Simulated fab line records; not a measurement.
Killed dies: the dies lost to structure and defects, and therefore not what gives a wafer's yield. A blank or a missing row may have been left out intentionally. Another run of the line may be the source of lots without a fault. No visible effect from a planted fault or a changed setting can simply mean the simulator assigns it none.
Check for tools in common -- flow nand-harc -- Sample size 12 lots and 36 wafers

WHY THIS WAS OPENED
Flagged at NHARC_P_GATE_CD_MEAS_26: reading cd-nm, on 1 of 12 lots. No-fault wafers: 120.0 nm, standard deviation 0.57.
Rule: a lot gets a flag if all its wafers with a number sit over 4 standard deviations from that mean, or if no wafer of it has a number. All remaining lots are regarded as sound.

lot,measured,on,"cd-nm (nm), wafer by wafer",flag
L531,day 5 04:17,cd-sem-02,120.3 120.3 119.9,
L534,day 6 14:05,cd-sem-02,119.7 119.7 119.5,
L535,day 6 23:28,cd-sem-02,114.1 113.5 113.2,FLAGGED
L543,day 11 04:14,cd-sem-02,118.5 118.9 118.8,
L545,day 11 04:53,cd-sem-03,120.7 120.6 120.7,
L544,day 11 05:23,cd-sem-01,119.4 119.5 119.6,
L546,day 11 18:40,cd-sem-02,120.6 119.7 119.9,
L548,day 12 14:55,cd-sem-03,120.5 120.2 120.9,
L549,day 12 21:20,cd-sem-03,120.0 119.8 119.8,
L551,day 13 15:05,cd-sem-02,120.2 120.8 120.4,
L552,day 14 05:24,cd-sem-03,120.8 119.8 119.4,
L553,day 14 10:04,cd-sem-02,120.5 120.7 120.2,
On average the flagged lots' numbers are 113.6 nm, which is -6.4 nm against the usual, or -11 standard deviations.

TOOL THAT RAN EACH LOT
Before the reading, the record contains 2 process steps out of a 1302-step route. Read each cell as the tool, then ch plus the chambers that the sampled wafers visited, then the start.
lot,flag,NHARC_P_GATE_DEP_103,NHARC_P_GATE_EXPOSE_23
L531,,"pecvd-01 ch 1,2, day 5 03:39","arfi-scanner-02 ch 0, day 5 04:08"
L534,,"pecvd-04 ch 0,2, day 6 13:25","arfi-scanner-02 ch 0, day 6 13:57"
L535,FLAGGED,"pecvd-03 ch 0,1, day 6 22:47","arfi-scanner-01 ch 0, day 6 23:20"
L543,,"pecvd-01 ch 0,1,2, day 11 03:34","arfi-scanner-01 ch 0, day 11 04:07"
L545,,"pecvd-03 ch 0,2, day 11 04:14","arfi-scanner-02 ch 0, day 11 04:44"
L544,,"pecvd-03 ch 1,2, day 11 04:50","arfi-scanner-02 ch 0, day 11 05:15"
L546,,"pecvd-01 ch 0,1, day 11 17:59","arfi-scanner-03 ch 0, day 11 18:32"
L548,,"pecvd-01 ch 0,1,2, day 12 14:26","arfi-scanner-02 ch 0, day 12 14:46"
L549,,"pecvd-03 ch 0,1,2, day 12 20:43","arfi-scanner-01 ch 0, day 12 21:11"
L551,,"pecvd-04 ch 0,1, day 13 14:31","arfi-scanner-02 ch 0, day 13 14:56"
L552,,"pecvd-04 ch 1,2, day 14 04:52","arfi-scanner-02 ch 0, day 14 05:16"
L553,,"pecvd-04 ch 0,1,2, day 14 09:25","arfi-scanner-01 ch 0, day 14 09:55"
What these steps do:
- NHARC_P_GATE_DEP_103: deposits SiON, target thk 30 nm.
- NHARC_P_GATE_EXPOSE_23: exposes mask P GATE, target cd 120 nm.
- NHARC_P_GATE_CD_MEAS_26: target cd 120 nm.

FLAGGED AGAINST TOTAL, ONE TOOL AT A TIME (gauges that did the reading follow at the end)
step,tool,lots run,flagged,share of the flagged lots,sound lots run after its first flagged lot
NHARC_P_GATE_DEP_103,pecvd-01,4,0,none,-
NHARC_P_GATE_DEP_103,pecvd-03,4,1,all,"3 (L545,L544,L549)"
NHARC_P_GATE_DEP_103,pecvd-04,4,0,none,-
NHARC_P_GATE_EXPOSE_23,arfi-scanner-01,4,1,all,"3 (L543,L549,L553)"
NHARC_P_GATE_EXPOSE_23,arfi-scanner-02,7,0,none,-
NHARC_P_GATE_EXPOSE_23,arfi-scanner-03,1,0,none,-
NHARC_P_GATE_CD_MEAS_26,cd-sem-01,1,0,none,-
NHARC_P_GATE_CD_MEAS_26,cd-sem-02,7,1,all,"4 (L543,L546,L551,L553)"
NHARC_P_GATE_CD_MEAS_26,cd-sem-03,4,0,none,-

WHAT THE TABLE ALLOWS
Rows of the table that ran every flagged lot, 3 in all: pecvd-03 at NHARC_P_GATE_DEP_103, arfi-scanner-01 at NHARC_P_GATE_EXPOSE_23, cd-sem-02 at NHARC_P_GATE_CD_MEAS_26.
- pecvd-03 at NHARC_P_GATE_DEP_103 ran 4 lots, 1 of them flagged. Sound lots ran on it after the first flagged one (L545, L544, L549), which a lasting fault on the whole tool wouldn't allow.
- arfi-scanner-01 at NHARC_P_GATE_EXPOSE_23 ran 4 lots, 1 of them flagged. Sound lots ran on it after the first flagged one (L543, L549, L553), which a lasting fault on the whole tool wouldn't allow.
- cd-sem-02 at NHARC_P_GATE_CD_MEAS_26 ran 7 lots, 1 of them flagged. Sound lots ran on it after the first flagged one (L543, L546, L551, L553), which a lasting fault on the whole tool wouldn't allow.
Not one row of the table ran every flagged lot while running no sound lot after the first.

WHAT WAS PUT IN BY THE SIMULATOR
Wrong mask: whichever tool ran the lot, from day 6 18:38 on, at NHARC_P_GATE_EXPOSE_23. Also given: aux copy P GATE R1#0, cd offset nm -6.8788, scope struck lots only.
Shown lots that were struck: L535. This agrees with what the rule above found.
